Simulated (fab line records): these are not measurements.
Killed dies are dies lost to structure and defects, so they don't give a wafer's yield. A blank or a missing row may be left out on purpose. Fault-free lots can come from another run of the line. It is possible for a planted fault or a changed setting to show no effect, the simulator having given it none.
One fault seen from 2 desks | flow nand-harc | what lay behind the numbers comes last; until then each desk has only its own

FROM THE METROLOGY DESK
Means of the sampled wafers that have a number, per lot and without regard to the tool the lot ran on: this is what the gauges read. The brackets show how far a lot's mean lies from the usual mean; more than 4 standard deviations puts the lot out of limits, marked OUT.
Columns: A = thk-nm at NHARC_P_BONDPAD_THK_MEAS_33, usual 200.3 nm
lot  | first seen here | A
L170 | day 6 17:56     | 200.8
L175 | day 8 13:52     | 201.2
L171 | day 9 01:10     | 200.7
L177 | day 9 11:32     | 201.2
L178 | day 9 18:49     | 198.8
L180 | day 10 17:39    | 199.6
L186 | day 13 01:40    | 200.5
L187 | day 13 11:10    | 198.9
L188 | day 13 20:23    | 199.9
L190 | day 14 22:33    | 198.3
L191 | day 15 09:08    | 200.5
L192 | day 15 15:30    | 200.8
L193 | day 16 01:02    | 199.2
This desk's finding: nothing out of limits on any of the 13 lots.

TOOL OWNER'S DESK, rie-diel-10
The tool's own readings at NHARC_P_BONDPAD_ETCH_24 (etches the open film in CF4/N2, target depth 30 nm, time 72.99 s): means of the sampled wafers that have a number, for each lot that ran on this tool. The brackets show how far a lot's mean lies from the usual mean; more than 4 standard deviations puts the lot out of limits, marked OUT.
Columns: A = drypump-motor-current-A at NHARC_P_BONDPAD_ETCH_24, usual 5.8 A; B = oes-product-au at NHARC_P_BONDPAD_ETCH_24, usual 0.998 a.u.; C = rf-vpp-V at NHARC_P_BONDPAD_ETCH_24, usual 315.8 V; D = run-length-s at NHARC_P_BONDPAD_ETCH_24, usual 94.4 s; E = showerhead-plenum-p-Torr at NHARC_P_BONDPAD_ETCH_24, usual 2.72 Torr; F = throttle-valve-pct at NHARC_P_BONDPAD_ETCH_24, usual 19.794 %
lot  | first seen here | A   | B     | C     | D              | E    | F
L171 | day 9 02:29     | 6.0 | 1.002 | 315.6 | 94.2           | 2.71 | 19.792
L178 | day 9 20:08     | 5.9 | 0.991 | 315.0 | 94.6           | 2.73 | 19.796
L180 | day 10 18:58    | 6.0 | 0.991 | 317.1 | 94.1           | 2.74 | 19.791
L186 | day 13 02:59    | 5.9 | 0.991 | 315.5 | 82.5 (-30) OUT | 2.70 | 19.794
L193 | day 16 02:13    | 6.0 | 0.988 | 315.4 | 94.3           | 2.71 | 19.788
This desk finds L186 out of limits, L186 being first, at day 13 02:59 (run-length-s at NHARC_P_BONDPAD_ETCH_24). In limits: L171, L178, L180, L193.

TAKEN TOGETHER
At day 13 02:59, on L186, the tool owner's desk was in a position to raise an alarm.
The metrology desk saw nothing out of limits.
The metrology desk holds a record of L186, inside its limits.
NHARC_P_BONDPAD_ETCH_24 was run on rie-diel-10 by each of the lots named.

WHAT WAS PUT IN BY THE SIMULATOR
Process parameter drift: rie-diel-10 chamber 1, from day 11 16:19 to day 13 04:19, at NHARC_P_BONDPAD_ETCH_24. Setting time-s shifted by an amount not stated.
Shown lots that were struck: L186.
Time in hours from fault onset to the first out-of-limits reading at each desk: the tool owner's desk, 35.
